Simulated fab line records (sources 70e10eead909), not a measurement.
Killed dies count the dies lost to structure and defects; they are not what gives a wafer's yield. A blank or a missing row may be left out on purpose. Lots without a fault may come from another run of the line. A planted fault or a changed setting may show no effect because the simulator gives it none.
Matching of chambers / flow nand harc / NHARC_A_CHANNEL_HOLE_D1_DEP_01 on pecvd-04 has 3 sister chambers
The step deposits SiON, target thk 140 nm. 6 wafers are shown with their chamber, then 9 later ones without.

== WAFERS PAIRED WITH THEIR CHAMBERS ==
wafer=L076.1; chamber=1; heater power w (W)=738; chamber pressure Torr (Torr)=3.491
wafer=L080.2; chamber=0; heater power w (W)=918; chamber pressure Torr (Torr)=3.503
wafer=L080.5; chamber=2; heater power w (W)=726; chamber pressure Torr (Torr)=3.494
wafer=L087.3; chamber=1; heater power w (W)=742; chamber pressure Torr (Torr)=3.492
wafer=L087.4; chamber=0; heater power w (W)=882; chamber pressure Torr (Torr)=3.504
wafer=L087.6; chamber=2; heater power w (W)=754; chamber pressure Torr (Torr)=3.487

== WAFERS WITH NO CHAMBER GIVEN ==
wafer=L086.1; heater power w (W)=871; chamber pressure Torr (Torr)=3.506
wafer=L086.5; heater power w (W)=727; chamber pressure Torr (Torr)=3.512
wafer=L086.6; heater power w (W)=691; chamber pressure Torr (Torr)=3.486
wafer=L089.3; heater power w (W)=849; chamber pressure Torr (Torr)=3.493
wafer=L089.4; heater power w (W)=808; chamber pressure Torr (Torr)=3.507
wafer=L089.6; heater power w (W)=862; chamber pressure Torr (Torr)=3.499
wafer=L094.1; heater power w (W)=774; chamber pressure Torr (Torr)=3.485
wafer=L094.2; heater power w (W)=809; chamber pressure Torr (Torr)=3.490
wafer=L094.3; heater power w (W)=901; chamber pressure Torr (Torr)=3.505

== WHICH CHAMBER EACH WENT THROUGH ==
wafer=L086.1; from the rows above=0; in truth=0
wafer=L086.5; from the rows above=can't be placed: 1 or 2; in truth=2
wafer=L086.6; from the rows above=can't be placed: 2 or 1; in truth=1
wafer=L089.3; from the rows above=can't be placed: 0 or 1 or 2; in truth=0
wafer=L089.4; from the rows above=can't be placed: 0 or 1 or 2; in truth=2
wafer=L089.6; from the rows above=0; in truth=0
wafer=L094.1; from the rows above=can't be placed: 2 or 1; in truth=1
wafer=L094.2; from the rows above=can't be placed: 2 or 1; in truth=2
wafer=L094.3; from the rows above=0; in truth=0
Correctly placed: 3 of 9. From these rows, 6 cannot be placed; in 6 the true chamber is one of the candidates. Placed wrongly: 0.
How it was worked out, from the rows above alone: a wafer's distance from a chamber is the root of the sum, over the readings, of the square of ((its reading less the chamber's mean) divided by the reading's scatter). The wafer belongs to the nearest chamber; if the next one is less than 2 further off, it can't be placed. For every chamber, the mean is computed from those of its wafers that are shown. How the scatter is found: for the shown wafers, subtract from each reading the mean of its chamber, square and add these, divide the total by (wafers less chambers), then take the root.
